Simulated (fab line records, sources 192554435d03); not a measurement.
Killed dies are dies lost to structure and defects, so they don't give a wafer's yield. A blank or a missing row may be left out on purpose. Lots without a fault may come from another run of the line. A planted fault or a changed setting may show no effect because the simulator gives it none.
Which tool did it? | flow n5_finfet | 10 lots, 30 wafers sampled, at 1 step of a route of 1938

WHAT THE GAUGES READ, wafer by wafer
N5_BEOL_M4_RC_MEAS_101.
lot  | measured     | on        | DIBL_N (mV/V)
L567 | day 8 17:43  | prober-02 | 34.2 34.8 36.8
L569 | day 9 17:08  | prober-02 | 38.1 39.7 37.4
L570 | day 9 19:52  | prober-01 | 37.4 34.0 35.3
L574 | day 11 16:36 | prober-01 | 35.4 34.2 36.1
L580 | day 11 18:23 | prober-02 | 35.5 35.2 36.1
L584 | day 13 02:19 | prober-01 | 38.3 35.2 37.8
L585 | day 13 05:46 | prober-02 | 39.8 34.7 37.9
L587 | day 13 23:15 | prober-02 | 35.5 38.6 36.9
L588 | day 14 19:29 | prober-01 | 36.1 37.3 33.1
L589 | day 14 23:20 | prober-02 | 37.0 32.8 32.9

WHICH TOOL RAN EACH LOT (tool, then ch and the chambers of the sampled wafers, then the start)
The record holds no process step before these readings.

THE ANSWER, worked out from the rows above alone
Rule: what is usual is taken from the lots themselves. Put in order of their means at a reading, lots are off if they are a third of the lots or fewer, leave a main group of 4 or more, and stand apart from it by a gap of 3 or more times the standard deviation of the main group's means; of several such gaps the widest counts. A main group whose means are all the same, to the digits that the tables above print for the reading, isn't used. A lot without any number at a reading at which 4 lots or more have one is off too. The other lots that the step has rows for count as sound.
No lot is off at any reading shown: from this, nothing can be told.

WHAT THE SIMULATOR HAD PUT IN
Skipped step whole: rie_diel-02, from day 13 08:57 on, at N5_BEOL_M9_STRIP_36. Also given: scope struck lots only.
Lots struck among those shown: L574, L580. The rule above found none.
